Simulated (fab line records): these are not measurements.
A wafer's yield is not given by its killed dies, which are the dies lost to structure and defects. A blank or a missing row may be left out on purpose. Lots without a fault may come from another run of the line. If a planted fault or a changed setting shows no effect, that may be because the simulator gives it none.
Matching of chambers | flow n5_finfet | N5_BEOL_M5_ETCH_62 on rie_diel-04: 4 sister chambers
The step etches SOC in N2/H2, target depth 75 nm, overetch 15 nm, time 112.5 s. 8 wafers are shown with their chamber, then 8 later ones without.

== WAFERS PAIRED WITH THEIR CHAMBERS ==
wafer  | chamber | showerhead_plenum_p_Torr (Torr) | drypump_motor_current_A (A)
L084.2 | 0       | 2.34                            | 6.3
L084.4 | 3       | 2.49                            | 6.1
L086.1 | 2       | 2.59                            | 5.5
L086.4 | 3       | 2.49                            | 6.0
L091.1 | 0       | 2.33                            | 6.4
L091.3 | 1       | 2.56                            | 6.2
L091.6 | 1       | 2.56                            | 6.2
L090.1 | 2       | 2.59                            | 5.5

== WAFERS WITH NO CHAMBER GIVEN ==
wafer  | showerhead_plenum_p_Torr (Torr) | drypump_motor_current_A (A)
L090.2 | 2.56                            | 6.2
L090.3 | 2.33                            | 6.4
L090.4 | 2.48                            | 6.0
L090.5 | 2.33                            | 6.4
L090.6 | 2.56                            | 6.2
L094.2 | 2.33                            | 6.3
L094.3 | 2.48                            | 6.1
L094.6 | 2.33                            | 6.4

== WHICH CHAMBER EACH ONE RAN IN ==
wafer  | from the rows above | in truth
L090.2 | 1                   | 1
L090.3 | 0                   | 0
L090.4 | 3                   | 3
L090.5 | 0                   | 0
L090.6 | 1                   | 1
L094.2 | 0                   | 0
L094.3 | 3                   | 3
L094.6 | 0                   | 0
Correctly placed: 8 of 8. Can't be placed from these rows: 0. 0 placed wrongly.
How it was worked out, from the rows above alone: a wafer's distance from a chamber is the root of the sum, over the readings, of the square of ((its reading less the chamber's mean) divided by the reading's scatter). If the next closest chamber is less than 2 further off than the closest, the wafer can't be placed; otherwise it belongs to the closest. For every chamber, the mean is computed from those of its wafers that are shown. How the scatter is found: for the shown wafers, subtract from each reading the mean of its chamber, square and add these, divide the total by (wafers less chambers), then take the root.
